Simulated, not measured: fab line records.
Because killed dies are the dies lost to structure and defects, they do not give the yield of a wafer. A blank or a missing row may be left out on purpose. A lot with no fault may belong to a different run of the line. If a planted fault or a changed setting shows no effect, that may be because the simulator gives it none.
The tool behind it: which one? || flow nand-harc || 42 wafers from 14 lots sampled at 5 of the route's 1302 steps

## WHAT THE GAUGES SHOWED, per wafer
NHARC_THIN_TSV_CD_MEAS_33 targets a cd of 5000 nm. Usual: 4999.9 nm for cd-nm, sd 2.2.
{"lot": "L575", "measured": "day 25 12:04", "on": "cd-sem-03", "cd-nm (nm)": "4997.1 4997.3 5000.9", "flag": ""}
{"lot": "L576", "measured": "day 25 08:28", "on": "cd-sem-02", "cd-nm (nm)": "4997.2 5004.2 5005.0", "flag": ""}
{"lot": "L578", "measured": "day 26 13:57", "on": "cd-sem-03", "cd-nm (nm)": "4997.0 4996.8 4996.1", "flag": ""}
{"lot": "L577", "measured": "day 26 20:32", "on": "cd-sem-03", "cd-nm (nm)": "5003.4 5002.0 5002.7", "flag": ""}
{"lot": "L579", "measured": "day 26 19:24", "on": "cd-sem-02", "cd-nm (nm)": "5001.6 5000.5 4997.8", "flag": ""}
{"lot": "L580", "measured": "day 26 23:01", "on": "cd-sem-02", "cd-nm (nm)": "4995.8 4999.3 4998.1", "flag": ""}
{"lot": "L581", "measured": "day 27 05:55", "on": "cd-sem-01", "cd-nm (nm)": "5001.4 5001.6 4999.0", "flag": ""}
{"lot": "L582", "measured": "day 27 16:44", "on": "cd-sem-02", "cd-nm (nm)": "4997.7 5000.7 4996.8", "flag": ""}
{"lot": "L584", "measured": "day 28 06:19", "on": "cd-sem-03", "cd-nm (nm)": "5000.7 4999.2 4997.3", "flag": ""}
{"lot": "L585", "measured": "day 28 15:41", "on": "cd-sem-01", "cd-nm (nm)": "4996.1 4999.8 5000.2", "flag": ""}
{"lot": "L586", "measured": "day 28 16:58", "on": "cd-sem-01", "cd-nm (nm)": "5002.4 4999.8 5001.5", "flag": ""}
{"lot": "L588", "measured": "day 30 07:44", "on": "cd-sem-02", "cd-nm (nm)": "4999.7 4999.1 5001.6", "flag": ""}
{"lot": "L592", "measured": "day 31 22:57", "on": "cd-sem-02", "cd-nm (nm)": "5000.4 4996.0 4996.2", "flag": ""}
{"lot": "L591", "measured": "day 32 08:47", "on": "cd-sem-02", "cd-nm (nm)": "5001.7 5001.8 5003.5", "flag": ""}

NHARC_END_SORT_01. Usual: killed-at-array 59, standard deviation 21; killed-at-other 1.0, standard deviation 1.1; killed-at-periphery 4.0, standard deviation 2.6; killed-dies 64, standard deviation 21; killed-open 3.2, standard deviation 1.7; killed-short 2.5, standard deviation 1.5.
{"lot": "L592", "measured": "day 32 08:13", "on": "prober-01", "killed-at-array": "126 143 108", "killed-at-other": "0 1 0", "killed-at-periphery": "5 6 2", "killed-dies": "131 150 110", "killed-open": "6 4 3", "killed-short": "2 0 6", "flag": "OFF"}
{"lot": "L591", "measured": "day 32 20:26", "on": "prober-01", "killed-at-array": "193 184 129", "killed-at-other": "2 1 0", "killed-at-periphery": "4 0 7", "killed-dies": "199 185 136", "killed-open": "2 4 0", "killed-short": "2 1 1", "flag": "OFF"}

## EACH LOT AND THE TOOL THAT RAN IT (in order: tool; ch and the chambers of the sampled wafers; start)
{"lot": "L575", "NHARC_A_STAIRCASE_ETCH_230": "rie-diel-09 ch 0,2, day 16 09:07", "NHARC_THIN_TSV_ETCH_15": "rie-si-05 ch 0,2,3, day 25 06:58", "NHARC_THIN_TSV_DEP_47": "pecvd-04 ch 0,1, day 25 08:01"}
{"lot": "L576", "NHARC_A_STAIRCASE_ETCH_230": "rie-diel-02 ch 0,1, day 16 16:52", "NHARC_THIN_TSV_ETCH_15": "rie-si-02 ch 0,1,3, day 25 03:23", "NHARC_THIN_TSV_DEP_47": "pecvd-04 ch 0,1, day 25 04:22"}
{"lot": "L578", "NHARC_A_STAIRCASE_ETCH_230": "rie-diel-09 ch 0,3, day 18 02:54", "NHARC_THIN_TSV_ETCH_15": "rie-si-05 ch 1,2, day 26 08:39", "NHARC_THIN_TSV_DEP_47": "pecvd-03 ch 0,1, day 26 09:52"}
{"lot": "L577", "NHARC_A_STAIRCASE_ETCH_230": "rie-diel-12 ch 1,2,3, day 18 09:04", "NHARC_THIN_TSV_ETCH_15": "rie-si-03 ch 0,1, day 26 15:35", "NHARC_THIN_TSV_DEP_47": "pecvd-03 ch 0,1, day 26 16:41"}
{"lot": "L579", "NHARC_A_STAIRCASE_ETCH_230": "rie-diel-12 ch 1,2, day 18 09:27", "NHARC_THIN_TSV_ETCH_15": "rie-si-02 ch 0,1,2, day 26 14:23", "NHARC_THIN_TSV_DEP_47": "pecvd-01 ch 0,1,2, day 26 15:27"}
{"lot": "L580", "NHARC_A_STAIRCASE_ETCH_230": "rie-diel-12 ch 0,1,2, day 18 09:52", "NHARC_THIN_TSV_ETCH_15": "rie-si-03 ch 0,3, day 26 17:55", "NHARC_THIN_TSV_DEP_47": "pecvd-04 ch 0,1,2, day 26 18:56"}
{"lot": "L581", "NHARC_A_STAIRCASE_ETCH_230": "rie-diel-12 ch 0,3, day 19 05:49", "NHARC_THIN_TSV_ETCH_15": "rie-si-05 ch 0,3, day 27 00:50", "NHARC_THIN_TSV_DEP_47": "pecvd-04 ch 0,1,2, day 27 01:58"}
{"lot": "L582", "NHARC_A_STAIRCASE_ETCH_230": "rie-diel-09 ch 1,2, day 19 22:22", "NHARC_THIN_TSV_ETCH_15": "rie-si-03 ch 1,2,3, day 27 11:40", "NHARC_THIN_TSV_DEP_47": "pecvd-01 ch 1,2, day 27 12:43"}
{"lot": "L584", "NHARC_A_STAIRCASE_ETCH_230": "rie-diel-12 ch 1,2,3, day 20 12:35", "NHARC_THIN_TSV_ETCH_15": "rie-si-03 ch 0,2,3, day 28 01:01", "NHARC_THIN_TSV_DEP_47": "pecvd-03 ch 0,1, day 28 02:17"}
{"lot": "L585", "NHARC_A_STAIRCASE_ETCH_230": "rie-diel-12 ch 1,2,3, day 20 19:50", "NHARC_THIN_TSV_ETCH_15": "rie-si-03 ch 1,2,3, day 28 10:36", "NHARC_THIN_TSV_DEP_47": "pecvd-04 ch 0,1, day 28 11:37"}
{"lot": "L586", "NHARC_A_STAIRCASE_ETCH_230": "rie-diel-02 ch 1,2,3, day 20 19:57", "NHARC_THIN_TSV_ETCH_15": "rie-si-02 ch 0,1, day 28 11:49", "NHARC_THIN_TSV_DEP_47": "pecvd-04 ch 0,2, day 28 12:49"}
{"lot": "L588", "NHARC_A_STAIRCASE_ETCH_230": "rie-diel-12 ch 0,2,3, day 22 10:35", "NHARC_THIN_TSV_ETCH_15": "rie-si-02 ch 0,1,3, day 30 02:24", "NHARC_THIN_TSV_DEP_47": "pecvd-04 ch 0,1,2, day 30 03:37"}
{"lot": "L592", "NHARC_A_STAIRCASE_ETCH_230": "rie-diel-12 ch 0,2,3, day 23 09:57", "NHARC_THIN_TSV_ETCH_15": "rie-si-05 ch 0,1,2, day 31 17:40", "NHARC_THIN_TSV_DEP_47": "pecvd-01 ch 1,2, day 31 18:45"}
{"lot": "L591", "NHARC_A_STAIRCASE_ETCH_230": "rie-diel-12 ch 0,1,2, day 23 14:35", "NHARC_THIN_TSV_ETCH_15": "rie-si-02 ch 0,1,2, day 32 03:13", "NHARC_THIN_TSV_DEP_47": "pecvd-04 ch 0,1,2, day 32 04:24"}
- NHARC_A_STAIRCASE_ETCH_230: etches the open film in C4F8/O2, target depth 100 nm, time 40.5 s.
- NHARC_THIN_TSV_ETCH_15: target depth 3000 nm, bosch target overetch cycles 2, bosch etch step 2.8 s.
- NHARC_THIN_TSV_DEP_47: deposits SiO2, target thk 200 nm.

## WHAT THE TOOLS THEMSELVES READ (means of the sampled wafers that have a number; where no wafer has one, the mark that the record gives instead)
NHARC_A_STAIRCASE_ETCH_230. Usual: oes-product-au 0.950 a.u., standard deviation 0.016; rf-vpp-V 893 V, standard deviation 4.3.
{"lot": "L575", "tool": "rie-diel-09", "oes-product-au (a.u.)": 0.945, "rf-vpp-V (V)": 898, "flag": ""}
{"lot": "L576", "tool": "rie-diel-02", "oes-product-au (a.u.)": 0.944, "rf-vpp-V (V)": 888, "flag": ""}
{"lot": "L578", "tool": "rie-diel-09", "oes-product-au (a.u.)": 0.966, "rf-vpp-V (V)": 899, "flag": ""}
{"lot": "L577", "tool": "rie-diel-12", "oes-product-au (a.u.)": 0.964, "rf-vpp-V (V)": 894, "flag": ""}
{"lot": "L579", "tool": "rie-diel-12", "oes-product-au (a.u.)": 0.967, "rf-vpp-V (V)": 893, "flag": ""}
{"lot": "L580", "tool": "rie-diel-12", "oes-product-au (a.u.)": 0.946, "rf-vpp-V (V)": 892, "flag": ""}
{"lot": "L581", "tool": "rie-diel-12", "oes-product-au (a.u.)": 0.953, "rf-vpp-V (V)": 890, "flag": ""}
{"lot": "L582", "tool": "rie-diel-09", "oes-product-au (a.u.)": 0.922, "rf-vpp-V (V)": 900, "flag": ""}
{"lot": "L584", "tool": "rie-diel-12", "oes-product-au (a.u.)": 0.952, "rf-vpp-V (V)": 893, "flag": ""}
{"lot": "L585", "tool": "rie-diel-12", "oes-product-au (a.u.)": 0.948, "rf-vpp-V (V)": 893, "flag": ""}
{"lot": "L586", "tool": "rie-diel-02", "oes-product-au (a.u.)": 0.933, "rf-vpp-V (V)": 891, "flag": ""}
{"lot": "L588", "tool": "rie-diel-12", "oes-product-au (a.u.)": 0.960, "rf-vpp-V (V)": 891, "flag": ""}
{"lot": "L592", "tool": "rie-diel-12", "oes-product-au (a.u.)": 0.934, "rf-vpp-V (V)": 892, "flag": ""}
{"lot": "L591", "tool": "rie-diel-12", "oes-product-au (a.u.)": 0.972, "rf-vpp-V (V)": 891, "flag": ""}

NHARC_THIN_TSV_ETCH_15. Usual: 5.4 A for drypump-motor-current-A, sd 0.43.
{"lot": "L575", "tool": "rie-si-05", "drypump-motor-current-A (A)": 5.5, "flag": ""}
{"lot": "L576", "tool": "rie-si-02", "drypump-motor-current-A (A)": 5.3, "flag": ""}
{"lot": "L578", "tool": "rie-si-05", "drypump-motor-current-A (A)": 5.2, "flag": ""}
{"lot": "L577", "tool": "rie-si-03", "drypump-motor-current-A (A)": 5.7, "flag": ""}
{"lot": "L579", "tool": "rie-si-02", "drypump-motor-current-A (A)": 5.2, "flag": ""}
{"lot": "L580", "tool": "rie-si-03", "drypump-motor-current-A (A)": 5.8, "flag": ""}
{"lot": "L581", "tool": "rie-si-05", "drypump-motor-current-A (A)": 5.2, "flag": ""}
{"lot": "L582", "tool": "rie-si-03", "drypump-motor-current-A (A)": 5.7, "flag": ""}
{"lot": "L584", "tool": "rie-si-03", "drypump-motor-current-A (A)": 5.7, "flag": ""}
{"lot": "L585", "tool": "rie-si-03", "drypump-motor-current-A (A)": 5.7, "flag": ""}
{"lot": "L586", "tool": "rie-si-02", "drypump-motor-current-A (A)": 5.1, "flag": ""}
{"lot": "L588", "tool": "rie-si-02", "drypump-motor-current-A (A)": 5.3, "flag": ""}
{"lot": "L592", "tool": "rie-si-05", "drypump-motor-current-A (A)": 5.2, "flag": ""}
{"lot": "L591", "tool": "rie-si-02", "drypump-motor-current-A (A)": 5.2, "flag": ""}

NHARC_THIN_TSV_DEP_47. Usual: 16.1 % for throttle-valve-pct, sd 0.49.
{"lot": "L575", "tool": "pecvd-04", "throttle-valve-pct (%)": 16.2, "flag": ""}
{"lot": "L576", "tool": "pecvd-04", "throttle-valve-pct (%)": 16.0, "flag": ""}
{"lot": "L578", "tool": "pecvd-03", "throttle-valve-pct (%)": 15.7, "flag": ""}
{"lot": "L577", "tool": "pecvd-03", "throttle-valve-pct (%)": 15.7, "flag": ""}
{"lot": "L579", "tool": "pecvd-01", "throttle-valve-pct (%)": 16.4, "flag": ""}
{"lot": "L580", "tool": "pecvd-04", "throttle-valve-pct (%)": 16.4, "flag": ""}
{"lot": "L581", "tool": "pecvd-04", "throttle-valve-pct (%)": 16.3, "flag": ""}
{"lot": "L582", "tool": "pecvd-01", "throttle-valve-pct (%)": 16.5, "flag": ""}
{"lot": "L584", "tool": "pecvd-03", "throttle-valve-pct (%)": 15.9, "flag": ""}
{"lot": "L585", "tool": "pecvd-04", "throttle-valve-pct (%)": 16.0, "flag": ""}
{"lot": "L586", "tool": "pecvd-04", "throttle-valve-pct (%)": 15.5, "flag": ""}
{"lot": "L588", "tool": "pecvd-04", "throttle-valve-pct (%)": 16.1, "flag": ""}
{"lot": "L592", "tool": "pecvd-01", "throttle-valve-pct (%)": 16.1, "flag": ""}
{"lot": "L591", "tool": "pecvd-04", "throttle-valve-pct (%)": 16.3, "flag": ""}

## THE ANSWER, worked out from the rows above alone
Rule: a lot counts as off when the mean over its wafers that have a number is more than 3 standard deviations away from the usual mean. Also off: a lot with no number at a reading for which 4 or more lots have one. Any other lot the step has rows for is counted as sound. After the gauges, taken in route order, come the tools' own readings; for these a lot's mean is taken, as printed above. The first step at which some lot is off is used, and at that step the reading that is off furthest; a lot without a number counts as furthest.
Off at NHARC_END_SORT_01 (killed-at-array): L592, L591. Neither off nor sound, because the step has no rows for them: L575, L576, L578, L577, L579, L580, L581, L582, L584, L585, L586, L588.
If a tool, at a process step before that reading, ran all the lots that are off and no sound lot after the first of them, it fits. The gauges at NHARC_END_SORT_01 are tried like those tools. Undecided on this evidence; 2 tools fit (rie-diel-12 at NHARC_A_STAIRCASE_ETCH_230, prober-01 at NHARC_END_SORT_01).

## WHAT HAD BEEN PUT IN BY THE SIMULATOR
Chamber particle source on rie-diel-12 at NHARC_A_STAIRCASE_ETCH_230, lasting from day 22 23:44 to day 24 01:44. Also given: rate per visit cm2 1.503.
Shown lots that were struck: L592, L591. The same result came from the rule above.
